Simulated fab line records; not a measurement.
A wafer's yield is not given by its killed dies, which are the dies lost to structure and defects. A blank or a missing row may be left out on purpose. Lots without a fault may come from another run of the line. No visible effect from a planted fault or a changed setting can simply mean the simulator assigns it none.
Matching of chambers + flow n5 finfet + N5_BEOL_M3_DEP_57 on pecvd-01 has 3 sister chambers
The step deposits SiCN from 3MS/NH3, target thk 8 nm, time 14 s. 6 wafers are shown with their chamber, then 8 later ones without.

EACH WAFER AND ITS CHAMBER
| wafer  | chamber | showerhead plenum p Torr (Torr) | throttle valve pct (%) |
|--------|---------|---------------------------------|------------------------|
| L079.6 | 1       | 3.664                           | 9.6                    |
| L083.1 | 1       | 3.659                           | 9.6                    |
| L083.6 | 0       | 3.682                           | 9.1                    |
| L085.1 | 0       | 3.683                           | 8.6                    |
| L085.5 | 2       | 3.663                           | 8.8                    |
| L088.1 | 2       | 3.662                           | 8.5                    |

WAFERS WITH NO CHAMBER GIVEN
| wafer  | showerhead plenum p Torr (Torr) | throttle valve pct (%) |
|--------|---------------------------------|------------------------|
| L088.4 | 3.674                           | 9.2                    |
| L088.5 | 3.655                           | 9.7                    |
| L090.3 | 3.671                           | 8.9                    |
| L090.4 | 3.671                           | 9.6                    |
| L090.6 | 3.679                           | 8.8                    |
| L097.1 | 3.677                           | 8.9                    |
| L097.4 | 3.661                           | 9.4                    |
| L097.5 | 3.681                           | 8.7                    |

WHICH CHAMBER EACH WENT THROUGH
| wafer  | from the rows above          | in truth |
|--------|------------------------------|----------|
| L088.4 | can't be placed: 0 or 2 or 1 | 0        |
| L088.5 | 1                            | 1        |
| L090.3 | can't be placed: 2 or 1 or 0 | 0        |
| L090.4 | can't be placed: 1 or 2 or 0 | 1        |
| L090.6 | 0                            | 0        |
| L097.1 | 0                            | 0        |
| L097.4 | 1                            | 1        |
| L097.5 | 0                            | 0        |
Correct placement for 5 of the 8. From these rows, 3 cannot be placed; in 3 the true chamber is one of the candidates. Wrongly placed: 0.
How it was worked out, from the rows above alone: a wafer's distance from a chamber is the root of the sum, over the readings, of the square of ((its reading less the chamber's mean) divided by the reading's scatter). If the next closest chamber is less than 2 further off than the closest, the wafer can't be placed; otherwise it belongs to the closest. The mean given for a chamber averages the wafers shown for that chamber. The scatter: take each reading less its chamber's mean, square it, sum over the shown wafers, divide by the number of wafers less the number of chambers, and take the root.
